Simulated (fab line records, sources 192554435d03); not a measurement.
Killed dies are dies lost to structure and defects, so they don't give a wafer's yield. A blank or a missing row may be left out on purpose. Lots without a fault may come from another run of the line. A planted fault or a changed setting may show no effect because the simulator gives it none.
Chamber matching | flow n5_finfet | N5_BEOL_M5_CURE_79 on uv_cure-02: 3 sister chambers
The step cures SiCOH lowk, time 240 s. 16 wafers are shown with their chamber, then 8 later ones without.

WAFERS WITH THEIR CHAMBER
wafer  | chamber | wafer_temp_C_max | lamp_power_pct (%)
L074.2 | 1       | 387.1            | 52.32
L074.3 | 1       | 386.8            | 52.37
L074.4 | 1       | 387.5            | 52.29
L075.2 | 1       | 386.8            | 52.28
L075.4 | 1       | 387.6            | 52.31
L075.5 | 1       | 386.5            | 52.29
L079.1 | 2       | 386.6            | 52.28
L079.3 | 2       | 386.9            | 52.33
L079.5 | 2       | 386.8            | 52.32
L082.1 | 1       | 387.1            | 52.21
L082.2 | 1       | 387.2            | 52.27
L082.6 | 1       | 387.3            | 52.25
L084.1 | 0       | 387.0            | 52.29
L084.3 | 0       | 386.3            | 52.34
L084.6 | 0       | 386.4            | 52.31
L085.2 | 1       | 386.5            | 52.32

SIGNATURES (means of the wafers above)
reading          | chamber 0 | chamber 1 | chamber 2 | scatter within a chamber
wafer_temp_C_max | 386.567   | 387.040   | 386.767   | 0.357
lamp_power_pct   | 52.3133   | 52.2910   | 52.3100   | 0.039
Rule: a wafer's distance from a chamber is the root of the sum, over the readings, of the square of ((its reading less the chamber's mean) divided by the reading's scatter). The wafer belongs to the nearest chamber; if the next one is less than 2 further off, it can't be placed. The scatter: the root of (the sum of the squares of (reading less its chamber's mean) over the shown wafers, divided by (wafers less chambers)).

WAFERS WITHOUT THEIR CHAMBER
wafer  | wafer_temp_C_max | lamp_power_pct (%)
L085.3 | 387.3            | 52.31
L085.6 | 386.9            | 52.31
L088.1 | 386.8            | 52.30
L088.2 | 386.2            | 52.23
L088.5 | 386.9            | 52.28
L096.1 | 386.7            | 52.27
L096.2 | 386.5            | 52.30
L096.3 | 386.4            | 52.30

WHICH CHAMBER EACH WENT THROUGH
wafer  | from the rows above          | in truth
L085.3 | can't be placed: 1 or 2 or 0 | 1
L085.6 | can't be placed: 2 or 1 or 0 | 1
L088.1 | can't be placed: 2 or 1 or 0 | 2
L088.2 | can't be placed: 0 or 2 or 1 | 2
L088.5 | can't be placed: 1 or 2 or 0 | 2
L096.1 | can't be placed: 2 or 1 or 0 | 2
L096.2 | can't be placed: 0 or 2 or 1 | 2
L096.3 | can't be placed: 0 or 2 or 1 | 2
Placed correctly: 0 of 8. Can't be placed from these rows: 8 (the true chamber is among the candidates in 8). Placed wrongly: 0.
